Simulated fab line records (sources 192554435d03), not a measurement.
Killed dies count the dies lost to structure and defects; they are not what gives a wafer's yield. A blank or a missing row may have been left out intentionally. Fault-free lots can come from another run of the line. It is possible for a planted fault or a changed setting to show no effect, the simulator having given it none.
fab line records	flow n5_finfet
[record] lots = 7	wafers = 21
route steps=1938 shown BEOL_M0_SAQP@654 BEOL_M0@715 BEOL_M1@814 BEOL_M2@881 BEOL_M3@960 BEOL_M4@1070 BEOL_M5@1140
start_h: hours from the record's opening day to when the first of the lot's shown wafers began	wait_h: hours since the lot's step before	" as in the row above	L1.1+2: a row that stands for several wafers	- value missing, or start not given	* or withheld: withheld	< > ~ a bound
route shown NAME@n: a module of which the file shows steps, and the number in the route of the first	usual: mean and standard deviation over wafers with no fault	same: alike in all rows	chamber/n: place in a boat	sites: each site's reading	_std_site: standard deviation across them	_edge_site: inner sites' mean taken away from outer sites' mean	radius_mm: how far each site lies from the wafer's centre	mask NAME#n: copy n	behind: the last tool/chamber to shape the wafer	hold: cause of the lot's hold/its duration in hours/its outcome	device: which transistor (n, p or np) failed to switch	end of line: the route-end tests of the same wafers	a step given without rows: its recipe and nothing more	killed: dies that structure and defects cost at the first sort, which is not the same as the wafer's yield	map: the dies of a wafer, with x for killed, . for not killed, _ for no die there
set.NAME: the setting that was run; set.NAME@STEP: the one run at that earlier step	model.NAME: the simulator's own value behind a step, which no gauge read
lots whose settings were changed on purpose; a table a step, a row a wafer
[[steps]]
[step N5_BEOL_M0_SAQP_ETCH_84]
[recipe] chemistry = N2/H2	target = SOC	target_depth_a = 1000	overetch_a = 200	mask_material = SiARC	temp_c = 40	time_s = 150	ion_energy_ev = 200	pressure_mtorr = 30	source_w = 840	bias_w = 150	n2_flow_sccm = 200	h2_flow_sccm = 200
lot.wafer	tool	chamber	start_h	wait_h	set.time_s	model.SiARC_of_BEOL_M0_SAQP_COAT_82.thk_nm
L074.2+6	rie_diel-06	0,3	109.18	0.0	150	24.2
L074.4	"	2	"	"	150	24.6
L075.1	rie_diel-03	1	114.09	0.0	166.6	23.6
L075.3	"	0	"	"	166.6	23.4
L075.6	"	2	"	"	150	24
L077.3	rie_diel-05	0	123.31	0.0	150	24.4
L077.4+6	"	2,3	"	"	120.3	25.4
L082.1	rie_diel-06	1	154.52	0.0	150	24
L082.2	"	0	"	"	150	24.2
L082.3	"	3	"	"	150	24.4
L086.2	rie_diel-06	0	180.89	0.0	127.7	25.2
L086.5	"	2	"	"	127.7	25.4
L086.6	"	3	"	"	150	24.4
L090.1+5	rie_diel-06	1	203.42	0.0	150	24
L090.3	"	3	"	"	127.6	25.2
L092.1+5	rie_diel-06	1	215.50	0.0	150	24.2
L092.4	"	2	"	"	122.2	25.6
[step N5_BEOL_M0_SAQP_SPACER1_ALD_98]
[recipe] material = SiO2	target_thk_a = 128	temp_c = 300	ald_precursor_family = BDEAS	ald_co_reactant = O2-plasma	pulse_time_s = 1	purge_time_s = 2	co_reactant_purge_time_s = 2	ald_cycles = 138	pressure_torr = 2
lot.wafer	tool	chamber	start_h	wait_h	set.temp_c	model.SiO2_of_BEOL_M0_SAQP_SPACER1_ALD_98.thk_nm
L074.2+4+6	ald_sin-01	2,3,2	110.05	0.3	300	12.8
L075.1+6	ald_sin-02	2	115.00	0.3	294	13.2
L075.3	"	0	"	"	300	12.8
L077.3	ald_sin-03	2	124.63	0.5	300	12.8
L077.4+6	"	3,0	"	"	292.1	13.2
L082.1	ald_sin-03	0	155.58	0.3	304.9	12.6
L082.2	"	1	"	"	304.9	12.8
L082.3	"	2	"	"	300	12.8
L086.2	ald_sin-01	2	184.18	2.8	293.4	13
L086.5	"	1	"	"	300	12.8
L086.6	"	0	"	"	293.4	13.2
L090.1+3+5	ald_sin-02	1,3,3	204.23	0.3	300	12.8
L092.1+4+5	ald_sin-01	1,3,3	216.31	0.3	300	12.8
[step N5_BEOL_M0_SAQP_SPACER1_ETCHBACK_99]
[recipe] chemistry = CHF3/O2	mode = anisotropic_etchback	target = SiO2	target_depth_a = 154	time_s = 7.7	pressure_mtorr = 30	source_w = 650	bias_w = 170	Ar_flow_sccm = 200	CHF3_flow_sccm = 50	O2_flow_sccm = 5	ion_energy_ev = 200
[step N5_BEOL_M0_SAQP_MANDREL1_REMOVE_100]
[recipe] chemistry = HBr/Cl2/O2	bt_time_s = 10	target = a-Si	stop_on = SiNx	endpoint = OES-SiCl	over_etch_frac = 0.85	icp_w = 600	bias_w = 30	HBr_flow_sccm = 150	Cl2_flow_sccm = 80	O2_flow_sccm = 5	pressure_mtorr = 10
lot.wafer	tool	chamber	start_h	wait_h	set.temp_c@BEOL_M0_SAQP_SPACER1_ALD_98	model.SiO2_of_BEOL_M0_SAQP_SPACER1_ALD_98.thk_nm
L074.2+4+6	rie_si-01	3,0,2	110.61	0.1	300	7.4
L075.1+6	rie_si-06	1	115.56	0.1	294	7.8
L075.3	"	2	"	"	300	7.4
L077.3	rie_si-06	0	125.20	0.1	300	7.4
L077.4+6	"	2	"	"	292.1	7.8
L082.1	rie_si-01	2	156.14	0.1	304.9	7.2
L082.2	"	1	"	"	304.9	7.4
L082.3	"	3	"	"	300	7.4
L086.2+6	rie_si-04	0,3	184.74	0.1	293.4	7.8
L086.5	"	0	"	"	300	7.6
L090.1+3+5	rie_si-04	2,3,2	204.79	0.1	300	7.4
L092.1+4+5	rie_si-06	1,3,1	216.87	0.1	300	7.4
[step N5_BEOL_M0_ETCH_138]
[recipe] chemistry = CH3F/O2	target_depth_a = 120	target = SiCN	time_s = 31.6	ion_energy_ev = 120	pressure_mtorr = 30	source_w = 395	bias_w = 75	Ar_flow_sccm = 150	CH3F_flow_sccm = 30	O2_flow_sccm = 20	ends = cleared
[usual] rf_vpp_V = 297.4/1.9
lot.wafer	tool	chamber	start_h	wait_h	set.source_w	rf_vpp_V
L074.2	rie_diel-01	1	114.93	0.0	395	297.9
L074.4	"	3	"	"	395	300.0
L074.6	"	2	"	"	395	299.9
L075.1	rie_diel-02	0	120.06	0.0	395	297.4
L075.3	"	2	"	"	372.7	299.2
L075.6	"	0	"	"	395	298.2
L077.3	rie_diel-01	2	129.47	0.0	395	300.7
L077.4	"	3	"	"	349.6	311.3
L077.6	"	2	"	"	395	299.6
L082.1	rie_diel-01	0	160.74	0.0	395	296.3
L082.2	"	3	"	"	359.3	309.9
L082.3	"	1	"	"	395	297.5
L086.2	rie_diel-04	0	189.32	0.0	395	299.1
L086.5	"	0	"	"	395	300.9
L086.6	"	2	"	"	441.9	284.2
L090.1	rie_diel-01	2	208.99	0.0	344.2	313.2
L090.3	"	3	"	"	395	299.4
L090.5	"	3	"	"	344.2	314.5
L092.1	rie_diel-04	0	221.62	0.0	395	300.3
L092.4	"	3	"	"	441.5	286.2
L092.5	"	2	"	"	395	296.6
[step N5_BEOL_M0_ETCH_128]
[recipe] chemistry = CF4/N2	target_depth_a = 120	overetch_a = 51	target = SiCN	time_s = 21.4	ion_energy_ev = 150	pressure_mtorr = 40	source_w = 430	bias_w = 70	Ar_flow_sccm = 100	cf4_flow_sccm = 60	n2_flow_sccm = 60
[usual] rf_vpp_V = 382.3/2.1
lot.wafer	tool	chamber	start_h	wait_h	set.source_w	rf_vpp_V
L074.2	rie_diel-02	0	118.87	0.0	430	381.8
L074.4	"	3	"	"	430	384.9
L074.6	"	3	"	"	430	382.9
L075.1	rie_diel-04	2	122.97	0.5	430	381.4
L075.3	"	3	"	"	391.1	395.1
L075.6	"	3	"	"	391.1	394.9
L077.3	rie_diel-02	2	131.43	0.0	430	379.5
L077.4	"	1	"	"	430	379.9
L077.6	"	2	"	"	502.1	361.1
L082.1	rie_diel-04	1	163.25	0.0	360.8	405.8
L082.2	"	3	"	"	430	382.6
L082.3	"	2	"	"	360.8	402.2
L086.2	rie_diel-04	2	191.04	0.6	406.4	387.3
L086.5	"	2	"	"	430	380.0
L086.6	"	3	"	"	430	382.3
L090.1	rie_diel-01	2	210.78	0.3	465.4	375.1
L090.3	"	3	"	"	465.4	373.9
L090.5	"	3	"	"	430	385.2
L092.1	rie_diel-02	2	223.99	1.8	430	380.6
L092.4	"	1	"	"	430	380.2
L092.5	"	2	"	"	430	378.9
[step N5_BEOL_M1_SPUTTER_48]
[recipe] material = Cu	target_thk_a = 45	temp_c = -20	chamber_pressure_pa = 0.07	power_w = withheld	time_s = 8.29
lot.wafer	tool	chamber	start_h	wait_h	set.time_s	model.Cu_of_BEOL_M1_SPUTTER_48.thk_nm
L074.2	pvd_sputter-02	-	137.72	0.1	8.29	4.8
L074.4+6	"	-	"	"	8.29	4.6
L075.1	pvd_sputter-01	-	142.55	1.5	8.29	4.4
L075.3	"	-	"	"	9.386	5
L075.6	"	-	"	"	9.386	-
L077.3	pvd_sputter-02	-	152.48	1.2	8.29	4.8
L077.4+6	"	-	"	"	9.032	5
L082.1+2	pvd_sputter-02	-	183.80	0.1	8.29	4.6
L082.3	"	-	"	"	8.29	4.4
L086.2	pvd_sputter-03	-	208.66	0.1	8.29	4.4
L086.5	"	-	"	"	9.405	5.2
L086.6	"	-	"	"	9.405	5
L090.1	pvd_sputter-02	-	223.73	0.1	8.29	4.8
L090.3+5	"	-	"	"	8.29	4.6
L092.1	pvd_sputter-02	-	237.45	0.1	8.29	4.4
L092.4	"	-	"	"	8.801	4.8
L092.5	"	-	"	"	8.801	-
[step N5_BEOL_M2_ETCH_69]
[recipe] chemistry = CF4	target = SiARC	target_depth_a = 156	mask_material = CAR-EUV	time_s = 26	ion_energy_ev = 80	pressure_mtorr = 40	source_w = 545	bias_w = 36	Ar_flow_sccm = 100	cf4_flow_sccm = 100	ends = cleared
[usual] rf_vpp_V = 184.0/1.2
lot.wafer	tool	chamber	start_h	wait_h	set.bias_w	rf_vpp_V
L074.2	rie_diel-01	3	144.84	0.0	36	185.4
L074.4	"	1	"	"	36	185.0
L074.6	"	1	"	"	36	183.6
L075.1	rie_diel-02	0	151.19	0.0	36	182.4
L075.3	"	2	"	"	36	180.6
L075.6	"	3	"	"	36	184.6
L077.3	rie_diel-04	0	157.93	0.0	38.67	194.7
L077.4	"	1	"	"	36	184.8
L077.6	"	2	"	"	38.67	192.9
L082.1	rie_diel-02	0	190.41	0.0	29.85	163.4
L082.2	"	1	"	"	29.85	164.0
L082.3	"	3	"	"	36	185.8
L086.2	rie_diel-02	1	215.42	0.0	36	183.0
L086.5	"	1	"	"	36	184.0
L086.6	"	2	"	"	40.32	197.7
L090.1	rie_diel-02	1	230.55	0.0	38.97	193.8
L090.3	"	2	"	"	36	181.8
L090.5	"	2	"	"	36	182.0
L092.1	rie_diel-01	0	242.42	0.0	36	184.0
L092.4	"	1	"	"	31.6	169.8
L092.5	"	2	"	"	31.6	170.4
[step N5_BEOL_M3_COAT_22]
[recipe] resist = CAR-EUV	spin_rpm = 1500	resist_thk_nm = 30
lot.wafer	tool	chamber	start_h	wait_h	set.spin_rpm	model.CAR-EUV_of_BEOL_M3_COAT_22.thk_nm
L074.2	litho_track-02	0	-	-	1500	30
L074.4+6	"	0	"	"	1500	29.8
L075.1	litho_track-02	0	-	-	1352	31.8
L075.3+6	"	0	"	"	1352	31.6
L077.3+4	litho_track-05	0	-	-	1603	29
L077.6	"	0	"	"	1500	30.2
L082.1	litho_track-02	0	-	-	1334	31.8
L082.2+3	"	0	"	"	1500	30
L086.2	litho_track-02	0	-	-	1500	30
L086.5	"	0	"	"	1552	29.4
L086.6	"	0	"	"	1552	29.6
L090.1+3	litho_track-05	0	-	-	1650	28.6
L090.5	"	0	"	"	1500	30
L092.1+5	litho_track-02	0	-	-	1500	30
L092.4	"	0	"	"	1369	31.4
[step N5_BEOL_M3_EBR_24]
[recipe] solvent = PGMEA	ebr_width_mm = 1.5
[step N5_BEOL_M3_SOFTBAKE_23]
[recipe] temp_c = 110	time_s = 60	resist = CAR-EUV
[step N5_BEOL_M3_EXPOSE_25]
[recipe] mask_id = V2	na = 0.33	source_shape = quasar	sigma_inner = 0.2	sigma_outer = 0.8	polarization = unpolarized	defocus_nm = 5	dose_mj = 63
[step N5_BEOL_M3_PEB_26]
[recipe] peb_temp_c = 100	peb_time_s = 60	resist = CAR-EUV
[step N5_BEOL_M3_DEVELOP_27]
[recipe] develop_time_s = 30	developer = TMAH	resist = CAR-EUV	rinse_liquid = surfactant_rinse	dry = air_spin	dev_temp_c = 23
lot.wafer	tool	chamber	start_h	wait_h	set.spin_rpm@BEOL_M3_COAT_22	model.CAR-EUV_of_BEOL_M3_COAT_22.thk_nm
L074.2+4+6	litho_track-02	0	-	-	1500	29.4
L075.1+3+6	litho_track-05	0	-	-	1352	31.2
L077.3+4	litho_track-02	0	-	-	1603	28.6
L077.6	"	0	"	"	1500	29.6
L082.1	litho_track-01	0	-	-	1334	31.4
L082.2+3	"	0	"	"	1500	29.6
L086.2	litho_track-02	0	-	-	1500	29.6
L086.5+6	"	0	"	"	1552	29
L090.1+3	litho_track-05	0	-	-	1650	28.2
L090.5	"	0	"	"	1500	29.6
L092.1+5	litho_track-01	0	-	-	1500	29.6
L092.4	"	0	"	"	1369	31
[step N5_BEOL_M3_DESCUM_33]
[recipe] chemistry = O2	time_s = 7	source_power_w = 50	bias_power_w = 20	pressure_mtorr = 20	rf_frequency_hz = 2.712e+07	temp_c = 40	resist = CAR-EUV	o2_flow_sccm = 225
lot.wafer	tool	chamber	start_h	wait_h	set.time_s	set.spin_rpm@BEOL_M3_COAT_22	model.CAR-EUV_of_BEOL_M3_COAT_22.thk_nm
L074.2	rie_diel-03	0	156.60	0.0	7	1500	26
L074.4+6	"	2	"	"	7	1500	25.8
L075.1	rie_diel-05	2	160.48	0.0	8.42	1352	27
L075.3	"	3	"	"	7	1352	27.8
L075.6	"	0	"	"	7	1352	27.6
L077.3	rie_diel-06	2	167.50	0.3	7	1603	25
L077.4	"	3	"	"	7	1603	25.2
L077.6	"	0	"	"	7	1500	26.2
L082.1	rie_diel-05	1	202.88	0.0	7.467	1334	27.6
L082.2+3	"	2,0	"	"	7.467	1500	25.8
L086.2	rie_diel-05	0	234.04	0.0	7	1500	26
L086.5	"	2	"	"	7	1552	25.4
L086.6	"	3	"	"	5.909	1552	26.2
L090.1	rie_diel-03	1	248.97	0.1	7	1650	24.6
L090.3	"	0	"	"	6.555	1650	25
L090.5	"	2	"	"	7	1500	26
L092.1	rie_diel-03	3	262.62	0.1	7	1500	26.2
L092.4	"	2	"	"	7	1369	27.6
L092.5	"	1	"	"	7	1500	26
[step N5_BEOL_M4_TRENCH_ETCH_37]
[recipe] chemistry = C4F6/O2	target_depth_a = 555.55	target = SiOC	time_s = 29.2	ion_energy_ev = 250	pressure_mtorr = 30	source_w = 355	bias_w = 185	Ar_flow_sccm = 300	C4F6_flow_sccm = 10	O2_flow_sccm = 10
[usual] rf_vpp_V = 666/12
lot.wafer	tool	chamber	start_h	wait_h	set.source_w	rf_vpp_V	model.BEOL_M4.feature_depth_nm	model.etch.depth_nm
L075.1	rie_diel-01	2	-	-	415	631	60.2	60.17
L075.3	"	1	"	"	415	622	58.4	58.49
L075.6	"	0	"	"	355	678	54	53.96
L074.2	rie_diel-04	0	-	-	355	680	55.4	55.48
L074.4	"	3	"	"	355	659	55.4	55.36
L074.6	"	2	"	"	355	654	54.4	54.34
L077.3	rie_diel-02	3	-	-	355	667	54.4	54.32
L077.4	"	0	"	"	325.6	684	53.8	53.88
L077.6	"	1	"	"	325.6	694	54	54.06
L082.1	rie_diel-04	2	-	-	355	653	55.8	55.87
L082.2	"	0	"	"	355	681	56.2	56.23
L082.3	"	3	"	"	355	662	55.8	55.73
L086.2	rie_diel-04	2	-	-	314	695	52.4	52.38
L086.5	"	2	"	"	314	695	52.4	52.47
L086.6	"	3	"	"	355	661	55	55.05
L090.1	rie_diel-01	0	-	-	355	678	54	53.96
L090.3	"	2	"	"	292.3	755	51.8	51.75
L090.5	"	1	"	"	355	672	56	55.92
L092.1	rie_diel-01	3	-	-	355	658	55.6	55.6
L092.4	"	2	"	"	417.6	630	59.8	59.78
L092.5	"	2	"	"	355	683	56.2	56.25
[step N5_BEOL_M4_ETCH_41]
[recipe] chemistry = CH3F/O2	target = SiCN	target_depth_a = 299	taper_deg = 2	time_s = 52.5	ion_energy_ev = 120	mask_material = TiN	pressure_mtorr = 30	source_w = 395	bias_w = 75	Ar_flow_sccm = 150	CH3F_flow_sccm = 30	O2_flow_sccm = 20
[step N5_BEOL_M4_STRIP_97]
[recipe] chemistry = N2/H2	time_s = 10	power_w = 450	temp_c = 40	pressure_mtorr = 20	rf_frequency_hz = 6e+07	bias_power_w = 7	n2_flow_sccm = 200	h2_flow_sccm = 200
[step N5_BEOL_M4_OCD_MEAS_38]
[usual] trench_depth_nm = 55.4/0.99
lot.wafer	tool	chamber	start_h	wait_h	set.source_w@BEOL_M4_TRENCH_ETCH_37	trench_depth_nm
L075.1	ocd-02	-	183.80	-	415	60.2
L075.3	"	-	"	"	415	58.5
L075.6	"	-	"	"	355	54.1
L074.2	ocd-02	-	183.84	-	355	55.9
L074.4	"	-	"	"	355	55.5
L074.6	"	-	"	"	355	54.5
L077.3	ocd-02	-	207.54	-	355	54.7
L077.4	"	-	"	"	325.6	53.5
L077.6	"	-	"	"	325.6	54.3
L082.1	ocd-01	-	228.83	-	355	55.9
L082.2	"	-	"	"	355	56.7
L082.3	"	-	"	"	355	55.7
L086.2	ocd-01	-	258.31	-	314	52.3
L086.5	"	-	"	"	314	51.9
L086.6	"	-	"	"	355	55.1
L090.1	ocd-02	-	266.97	-	355	53.6
L090.3	"	-	"	"	292.3	51.6
L090.5	"	-	"	"	355	56.0
L092.1	ocd-02	-	282.18	-	355	55.4
L092.4	"	-	"	"	417.6	59.7
L092.5	"	-	"	"	355	56.5
[step N5_BEOL_M4_HM_STRIP_39]
[recipe] chemistry = peroxide_tin_strip	material = TiN	target_depth_a = 250	temp_c = 50	time_s = 158
[step N5_BEOL_M4_SRD_40]
[recipe] time_s = 30	temp_c = 23	rinse_liquid = diw	dry = ipa_marangoni
[step N5_BEOL_M4_ECD_50]
[recipe] material = Cu	target_thk_a = 3000
[step N5_BEOL_M4_ANNEAL_51]
[recipe] temp_c = 225	time_s = 90	ambient = N2
[step N5_BEOL_M4_CMP_52]
[recipe] stop_on = SiOC	t_overpolish_s = 6.8	down_force_psi = 1	platen_rpm = 50	clearing_platen_down_force_psi = 1.5	clearing_platen_rpm = 50	post_cmp_clean = cu_alkaline	target_thk_nm = 40	clearing_platen_pad_velocity_m_s = 0.99484	pad_velocity_m_s = 0.99484
lot.wafer	tool	chamber	start_h	wait_h	set.source_w@BEOL_M4_TRENCH_ETCH_37	model.Cu_of_BEOL_M4_ECD_50.thk_nm
L075.1	cmp-01	3	187.70	0.3	415	45.2
L075.3	"	2	"	"	415	44.4
L075.6	"	0	"	"	355	39.2
L074.2	cmp-02	3	189.70	0.2	355	40.6
L074.4	"	0	"	"	355	40.8
L074.6	"	3	"	"	355	38.8
L077.4	cmp-01	3	211.35	0.3	325.6	38.6
L077.3	"	0	"	"	355	38.8
L077.6	"	1	"	"	325.6	39.6
L082.2	cmp-02	3	232.84	0.5	355	40.2
L082.1	"	0	"	"	355	41.6
L082.3	"	1	"	"	355	41.4
L086.2	cmp-02	1	261.79	0.2	314	37.2
L086.6	"	1	"	"	355	39.4
L086.5	"	2	"	"	314	37
L090.1	cmp-01	2	271.86	0.3	355	39.2
L090.3	"	3	"	"	292.3	37.2
L090.5	"	0	"	"	355	41.6
L092.1	cmp-01	3	286.40	0.3	355	40.4
L092.4	"	0	"	"	417.6	44.4
L092.5	"	3	"	"	355	40.8
[step N5_BEOL_M4_THK_MEAS_53]
[recipe] thk_meas_gauge = xrf	reads = Cu_of_BEOL_M4_ECD_50
[usual] M4_THK = 39.9/1.5
lot.wafer	tool	chamber	start_h	wait_h	set.source_w@BEOL_M4_TRENCH_ETCH_37	M4_THK[nm]
L075.1	film_metro-01	-	188.00	-	415	44.8
L075.3	"	-	"	"	415	43.9
L075.6	"	-	"	"	355	38.8
L074.2	film_metro-01	-	190.00	-	355	40.2
L074.4	"	-	"	"	355	40.6
L074.6	"	-	"	"	355	38.5
L077.3	film_metro-02	-	211.57	-	355	38.9
L077.4	"	-	"	"	325.6	38.8
L077.6	"	-	"	"	325.6	39.6
L082.1	film_metro-01	-	233.10	-	355	40.9
L082.2	"	-	"	"	355	39.7
L082.3	"	-	"	"	355	40.8
L086.2	film_metro-02	-	262.09	-	314	37.4
L086.5	"	-	"	"	314	37.2
L086.6	"	-	"	"	355	39.6
L090.1	film_metro-01	-	272.08	-	355	39.2
L090.3	"	-	"	"	292.3	37.2
L090.5	"	-	"	"	355	41.6
L092.1	film_metro-01	-	286.65	-	355	40.3
L092.4	"	-	"	"	417.6	44.6
L092.5	"	-	"	"	355	40.8
[step N5_BEOL_M4_PRE_CLEAN_60]
[recipe] gas = NH3/H2	time_s = 15	temp_c = *	rf_power_w = 300
[step N5_BEOL_M4_CO_CAP_55]
[recipe] material = Co	target_thk_a = 20	temp_c = 200	precursor = CCTBA/H2	pressure_torr = 30	time_s = 102.1
[step N5_BEOL_M4_PRE_CLEAN_56]
[recipe] gas = NH3	time_s = 15	temp_c = withheld	rf_power_w = 300
[step N5_BEOL_M4_DEP_57]
[recipe] material = SiCN	target_thk_a = 80	temp_c = withheld	precursor = 3MS/NH3	pressure_torr = 3	rf_w = 202	time_s = 14
[step N5_BEOL_M4_RS_MEAS_58]
[recipe] thk_meas_gauge = four-point-probe	reads = Co_of_BEOL_M4_CO_CAP_55+Cu_of_BEOL_M4_ECD_50+Co_of_BEOL_M4_CVD_47+TaN_of_BEOL_M4_ALD_84
[usual] M4_RS = 0.67/0.032
lot.wafer	tool	chamber	start_h	wait_h	set.source_w@BEOL_M4_TRENCH_ETCH_37	M4_RS[ohm/sq]
L075.1	film_metro-02	-	188.36	0.0	415	0.57
L075.3	"	-	"	"	415	0.58
L075.6	"	-	"	"	355	0.69
L074.2	film_metro-02	-	190.31	0.1	355	0.66
L074.4	"	-	"	"	355	0.65
L074.6	"	-	"	"	355	0.70
L077.3	film_metro-01	-	211.84	0.1	355	0.69
L077.4	"	-	"	"	325.6	0.70
L077.6	"	-	"	"	325.6	0.68
L082.1	film_metro-02	-	233.56	0.1	355	0.64
L082.2	"	-	"	"	355	0.66
L082.3	"	-	"	"	355	0.64
L086.2	film_metro-02	-	262.35	0.1	314	0.73
L086.5	"	-	"	"	314	0.74
L086.6	"	-	"	"	355	0.68
L090.1	film_metro-01	-	272.34	0.0	355	0.69
L090.3	"	-	"	"	292.3	0.74
L090.5	"	-	"	"	355	0.64
L092.1	film_metro-02	-	286.91	0.0	355	0.66
L092.4	"	-	"	"	417.6	0.59
L092.5	"	-	"	"	355	0.65
[step N5_BEOL_M5_COAT_66]
[recipe] resist = SiARC	temp_c = 220	time_s = 60	spin_rpm = 1500	resist_thk_nm = 12
lot.wafer	tool	chamber	start_h	wait_h	set.spin_rpm	model.SiARC_of_BEOL_M5_COAT_66.thk_nm
L075.1+3+6	litho_track-01	0	-	-	1500	12
L074.2+4+6	litho_track-01	0	-	-	1500	12
L077.3	litho_track-05	0	-	-	1583	11.6
L077.4	"	0	"	"	1583	11.8
L077.6	"	0	"	"	1500	12
L082.1+3	litho_track-05	0	-	-	1500	12
L082.2	"	0	"	"	1598	11.6
L086.2+5+6	litho_track-05	0	-	-	1500	12
L090.1+3+5	litho_track-03	0	-	-	1626	11.6
L092.1	litho_track-05	0	-	-	1356	12.6
L092.4+5	"	0	"	"	1500	12
[[key]]
[split] step = N5_BEOL_M0_SAQP_ETCH_84	setting = time_s	stated = 150	by = wafer
[response] step = N5_BEOL_M0_SAQP_ETCH_84	reading = model.SiARC_of_BEOL_M0_SAQP_COAT_82.thk_nm	change = -0.0634	per = 1%	r = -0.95
[split] step = N5_BEOL_M0_SAQP_SPACER1_ALD_98	setting = temp_c	stated = 300	by = wafer
[response] step = N5_BEOL_M0_SAQP_SPACER1_ALD_98	reading = model.SiO2_of_BEOL_M0_SAQP_SPACER1_ALD_98.thk_nm	change = -0.145	per = 1%	r = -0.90
[response] step = N5_BEOL_M0_SAQP_MANDREL1_REMOVE_100	reading = model.SiO2_of_BEOL_M0_SAQP_SPACER1_ALD_98.thk_nm	change = -0.133	per = 1%	r = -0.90
[split] step = N5_BEOL_M0_ETCH_138	setting = source_w	stated = 395	by = wafer
[response] step = N5_BEOL_M0_ETCH_138	reading = rf_vpp_V	change = -1.12	per = 1%	r = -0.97
[split] step = N5_BEOL_M0_ETCH_128	setting = source_w	stated = 430	by = wafer
[response] step = N5_BEOL_M0_ETCH_128	reading = rf_vpp_V	change = -1.25	per = 1%	r = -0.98
[split] step = N5_BEOL_M1_SPUTTER_48	setting = time_s	stated = 8.29	by = wafer
[response] step = N5_BEOL_M1_SPUTTER_48	reading = model.Cu_of_BEOL_M1_SPUTTER_48.thk_nm	change = +0.0452	per = 1%	r = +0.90
[split] step = N5_BEOL_M2_ETCH_69	setting = bias_w	stated = 36	by = wafer
[response] step = N5_BEOL_M2_ETCH_69	reading = rf_vpp_V	change = +1.25	per = 1%	r = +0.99
[split] step = N5_BEOL_M3_COAT_22	setting = spin_rpm	stated = 1500	by = wafer
[response] step = N5_BEOL_M3_COAT_22	reading = model.CAR-EUV_of_BEOL_M3_COAT_22.thk_nm	change = -0.157	per = 1%	r = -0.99
[response] step = N5_BEOL_M3_DEVELOP_27	reading = model.CAR-EUV_of_BEOL_M3_COAT_22.thk_nm	change = -0.154	per = 1%	r = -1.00
[response] step = N5_BEOL_M3_DESCUM_33	reading = model.CAR-EUV_of_BEOL_M3_COAT_22.thk_nm	slope = -0.156	per = 1%	together_with = time_s@BEOL_M3_DESCUM_33	explained = 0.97
[split] step = N5_BEOL_M3_DESCUM_33	setting = time_s	stated = 7	by = wafer
[response] step = N5_BEOL_M3_DESCUM_33	reading = model.CAR-EUV_of_BEOL_M3_COAT_22.thk_nm	slope = -0.0421	per = 1%	together_with = spin_rpm@BEOL_M3_COAT_22	explained = 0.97
[split] step = N5_BEOL_M4_TRENCH_ETCH_37	setting = source_w	stated = 355	by = wafer
[response] step = N5_BEOL_M4_TRENCH_ETCH_37	reading = rf_vpp_V	change = -3.21	per = 1%	r = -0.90
[response] step = N5_BEOL_M4_TRENCH_ETCH_37	reading = model.BEOL_M4.feature_depth_nm	change = +0.224	per = 1%	r = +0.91
[response] step = N5_BEOL_M4_TRENCH_ETCH_37	reading = model.etch.depth_nm	change = +0.224	per = 1%	r = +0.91
[response] step = N5_BEOL_M4_OCD_MEAS_38	reading = trench_depth_nm	change = +0.23	per = 1%	r = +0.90
[response] step = N5_BEOL_M4_CMP_52	reading = model.Cu_of_BEOL_M4_ECD_50.thk_nm	change = +0.218	per = 1%	r = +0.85
[response] step = N5_BEOL_M4_THK_MEAS_53	reading = M4_THK	change = +0.224	per = 1%	r = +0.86
[response] step = N5_BEOL_M4_RS_MEAS_58	reading = M4_RS	change = -0.00451	per = 1%	r = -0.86
[split] step = N5_BEOL_M5_COAT_66	setting = spin_rpm	stated = 1500	by = wafer
[response] step = N5_BEOL_M5_COAT_66	reading = model.SiARC_of_BEOL_M5_COAT_66.thk_nm	change = -0.0606	per = 1%	r = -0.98
